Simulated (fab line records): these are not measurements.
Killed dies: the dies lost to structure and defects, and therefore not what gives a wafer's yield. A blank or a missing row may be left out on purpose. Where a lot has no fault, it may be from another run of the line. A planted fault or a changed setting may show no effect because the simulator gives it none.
Which tool is to blame? | flow nand harc | Sampling: 24 lots, 72 wafers, 4 of 1159 route steps

WHAT EACH GAUGE READ, for each wafer
NHARC_A_BLC_INSPECT_28. Usual: raw defect count reads 418 (standard deviation 120).
lot  | measured     | on                | raw defect count | flag
L075 | day 17 11:49 | defect inspect-02 | 529 410 485      |
L074 | day 17 15:40 | defect inspect-01 | 237 333 407      |
L077 | day 17 19:14 | defect inspect-02 | 333 667 346      |
L076 | day 17 20:11 | defect inspect-02 | 430 323 346      |
L079 | day 17 22:22 | defect inspect-02 | 380 440 401      |
L078 | day 18 22:17 | defect inspect-01 | 298 262 254      |
L081 | day 19 05:37 | defect inspect-01 | 399 375 681      |
L080 | day 19 22:28 | defect inspect-01 | 417 495 362      |
L083 | day 20 01:17 | defect inspect-01 | 327 508 419      |
L084 | day 20 05:31 | defect inspect-01 | 313 359 306      |
L082 | day 20 06:23 | defect inspect-01 | 640 354 502      |
L086 | day 21 18:32 | defect inspect-01 | 529 600 626      |
L087 | day 21 18:58 | defect inspect-02 | 377 478 358      |
L088 | day 22 00:37 | defect inspect-01 | 331 466 412      |
L085 | day 22 01:02 | defect inspect-01 | 346 314 294      |
L091 | day 22 12:14 | defect inspect-02 | 483 357 469      |
L090 | day 22 12:40 | defect inspect-01 | 553 389 472      |
L089 | day 22 13:38 | defect inspect-02 | 390 289 402      |
L092 | day 22 20:51 | defect inspect-02 | 621 625 645      |
L094 | day 22 20:57 | defect inspect-01 | 520 672 488      |
L093 | day 23 00:05 | defect inspect-02 | 295 296 357      |
L096 | day 23 07:14 | defect inspect-02 | 475 346 305      |
L095 | day 23 07:39 | defect inspect-01 | 393 445 436      |
L097 | day 23 23:13 | defect inspect-01 | 450 387 356      |

NHARC_A_M1_OVL_MEAS_10: pitch 240 nm. Usual: overlay x nm -0.1 nm, standard deviation 0.78; overlay y nm -0.3 nm, standard deviation 0.72.
lot  | measured     | on         | overlay x nm (nm) | overlay y nm (nm) | flag
L075 | day 17 16:51 | overlay-02 | -0.4 -0.9 -0.2    | -0.3 -0.1 0.2     |
L074 | day 17 20:48 | overlay-02 | 0.9 1.3 0.4       | 0.1 0.1 0.6       |
L077 | day 18 00:15 | overlay-01 | -1.7 -1.3 -1.1    | 1.0 1.6 1.4       |
L076 | day 18 01:31 | overlay-01 | -0.5 -0.4 0.2     | -1.0 -1.1 -0.9    |
L079 | day 18 03:44 | overlay-01 | 0.9 0.8 1.1       | -1.1 -0.7 -0.7    |
L078 | day 19 03:20 | overlay-02 | 0.8 0.4 0.4       | 0.5 0.0 0.6       |
L081 | day 19 10:38 | overlay-02 | -0.8 -0.4 -1.3    | 0.1 -0.4 0.2      |
L080 | day 20 03:47 | overlay-01 | 0.8 1.3 1.1       | -1.0 -0.6 -0.7    |
L083 | day 20 06:29 | overlay-01 | -0.7 -0.4 -0.7    | -0.5 0.0 0.0      |
L084 | day 20 10:29 | overlay-01 | -0.1 -0.2 -0.4    | -1.0 -0.5 -1.0    |
L082 | day 20 11:19 | overlay-01 | 0.8 0.7 0.4       | 0.5 -0.1 -0.1     |
L086 | day 21 23:52 | overlay-02 | 0.4 0.4 1.0       | -0.4 0.0 -0.6     |
L087 | day 22 00:22 | overlay-01 | -1.6 -1.0 -1.6    | -1.3 -0.7 -0.7    |
L088 | day 22 05:44 | overlay-01 | -1.6 -1.5 -0.6    | -0.4 -0.3 -1.0    |
L085 | day 22 06:11 | overlay-02 | -0.7 -0.8 -0.8    | -1.4 -0.6 -1.5    |
L091 | day 22 17:12 | overlay-02 | -0.6 -0.2 -0.6    | 0.3 0.7 0.2       |
L090 | day 22 18:02 | overlay-01 | -0.4 -0.2 -0.1    | -0.1 -0.2 -0.1    |
L089 | day 22 18:47 | overlay-01 | 0.3 0.0 0.3       | 0.1 0.6 0.4       |
L092 | day 23 01:53 | overlay-02 | 0.7 0.9 1.6       | 1.3 0.8 1.1       |
L094 | day 23 02:02 | overlay-02 | -0.2 0.1 0.0      | 0.2 0.2 0.3       |
L093 | day 23 05:02 | overlay-01 | -0.9 -0.6 0.0     | -0.1 -0.2 0.0     |
L096 | day 23 12:19 | overlay-02 | -0.4 -0.2 -0.9    | -0.5 -0.6 -0.6    |
L095 | day 23 12:56 | overlay-01 | -0.1 0.2 -0.2     | -1.4 -1.0 -0.3    |
L097 | day 24 04:43 | overlay-02 | -0.4 0.2 0.4      | -1.6 -1.7 -1.6    |

WHAT TOOL EACH LOT RAN ON (gives the tool, then ch and the chambers of the sampled wafers, and finally the start)
lot  | NHARC_A_M0_DEGAS_28          | NHARC_A_M0_PRE_CLEAN_31
L075 | pvd sputter-03, day 17 13:50 | pecvd-04 ch 0,1,2, day 17 15:34
L074 | pvd sputter-03, day 17 17:40 | pecvd-02 ch 1,2, day 17 19:32
L077 | pvd sputter-03, day 17 21:10 | pecvd-01 ch 0,2, day 17 22:49
L076 | pvd sputter-03, day 17 22:25 | pecvd-01 ch 0,1,2, day 18 00:07
L079 | pvd sputter-03, day 18 00:23 | pecvd-01 ch 0,2, day 18 02:20
L078 | pvd sputter-03, day 19 00:19 | pecvd-01 ch 0,1, day 19 01:56
L081 | pvd sputter-02, day 19 07:35 | pecvd-01 ch 0,2, day 19 09:13
L080 | pvd sputter-03, day 20 00:22 | pecvd-02 ch 0,1,2, day 20 02:24
L083 | pvd sputter-02, day 20 03:18 | pecvd-01 ch 0,2, day 20 05:13
L084 | pvd sputter-01, day 20 07:32 | pecvd-01 ch 0,2, day 20 09:14
L082 | pvd sputter-01, day 20 08:16 | pecvd-01 ch 0,2, day 20 09:54
L086 | pvd sputter-01, day 21 20:51 | pecvd-04 ch 0,2, day 21 22:29
L087 | pvd sputter-03, day 21 21:19 | pecvd-02 ch 0,1,2, day 21 22:58
L088 | pvd sputter-01, day 22 02:40 | pecvd-01 ch 0,2, day 22 04:17
L085 | pvd sputter-03, day 22 03:07 | pecvd-01 ch 0,1,2, day 22 04:46
L091 | pvd sputter-03, day 22 14:17 | pecvd-01 ch 0,1,2, day 22 15:58
L090 | pvd sputter-03, day 22 14:50 | pecvd-04 ch 1,2, day 22 16:41
L089 | pvd sputter-03, day 22 15:35 | pecvd-04 ch 1,2, day 22 17:22
L092 | pvd sputter-01, day 22 22:52 | pecvd-04 ch 0,1,2, day 23 00:28
L094 | pvd sputter-03, day 22 22:59 | pecvd-01 ch 0,1,2, day 23 00:41
L093 | pvd sputter-03, day 23 02:06 | pecvd-04 ch 0,1, day 23 03:46
L096 | pvd sputter-03, day 23 09:15 | pecvd-01 ch 0,1,2, day 23 10:54
L095 | pvd sputter-02, day 23 09:59 | pecvd-02 ch 0,2, day 23 11:40
L097 | pvd sputter-02, day 24 01:25 | pecvd-01 ch 0,2, day 24 03:23
- NHARC_A_M0_DEGAS_28: time 60 s.
- NHARC_A_M0_PRE_CLEAN_31: time 12 s.

WHAT THE TOOLS THEMSELVES READ (means of the sampled wafers that have a number; where no wafer has one, the mark that the record gives instead)
NHARC_A_M0_DEGAS_28. Usual: heater power w reads 331 W (standard deviation 39).
lot  | tool           | heater power w (W) | flag
L075 | pvd sputter-03 | 310                |
L074 | pvd sputter-03 | 345                |
L077 | pvd sputter-03 | 312                |
L076 | pvd sputter-03 | 314                |
L079 | pvd sputter-03 | 318                |
L078 | pvd sputter-03 | 336                |
L081 | pvd sputter-02 | 355                |
L080 | pvd sputter-03 | 319                |
L083 | pvd sputter-02 | 368                |
L084 | pvd sputter-01 | 358                |
L082 | pvd sputter-01 | 328                |
L086 | pvd sputter-01 | 320                |
L087 | pvd sputter-03 | 310                |
L088 | pvd sputter-01 | 328                |
L085 | pvd sputter-03 | 314                |
L091 | pvd sputter-03 | 332                |
L090 | pvd sputter-03 | 323                |
L089 | pvd sputter-03 | 282                |
L092 | pvd sputter-01 | 367                |
L094 | pvd sputter-03 | 336                |
L093 | pvd sputter-03 | 310                |
L096 | pvd sputter-03 | 310                |
L095 | pvd sputter-02 | 337                |
L097 | pvd sputter-02 | 353                |

NHARC_A_M0_PRE_CLEAN_31. Usual: heater power w reads 607 W (standard deviation 52).
lot  | tool     | heater power w (W) | flag
L075 | pecvd-04 | 634                |
L074 | pecvd-02 | 566                |
L077 | pecvd-01 | 631                |
L076 | pecvd-01 | 640                |
L079 | pecvd-01 | 636                |
L078 | pecvd-01 | 612                |
L081 | pecvd-01 | 593                |
L080 | pecvd-02 | 568                |
L083 | pecvd-01 | 568                |
L084 | pecvd-01 | 628                |
L082 | pecvd-01 | 575                |
L086 | pecvd-04 | 672                |
L087 | pecvd-02 | 580                |
L088 | pecvd-01 | 581                |
L085 | pecvd-01 | 650                |
L091 | pecvd-01 | 604                |
L090 | pecvd-04 | 624                |
L089 | pecvd-04 | 573                |
L092 | pecvd-04 | 648                |
L094 | pecvd-01 | 622                |
L093 | pecvd-04 | 549                |
L096 | pecvd-01 | 635                |
L095 | pecvd-02 | 641                |
L097 | pecvd-01 | 595                |

THE ANSWER, worked out from the rows above alone
Rule: a lot is off if the mean of its wafers that have a number lies more than 3 standard deviations from the usual mean. Also off: a lot with no number at a reading for which 4 or more lots have one. All remaining lots with rows at the step are treated as sound. First the gauges in route order, then the tools' own readings, where a lot's mean is used as printed above. At the first step where some lot is off, the reading lying furthest off is the one used; lots without a number count as furthest.
Nothing can be told from this: no lot is off at any reading shown.

WHAT WAS PUT IN BY THE SIMULATOR
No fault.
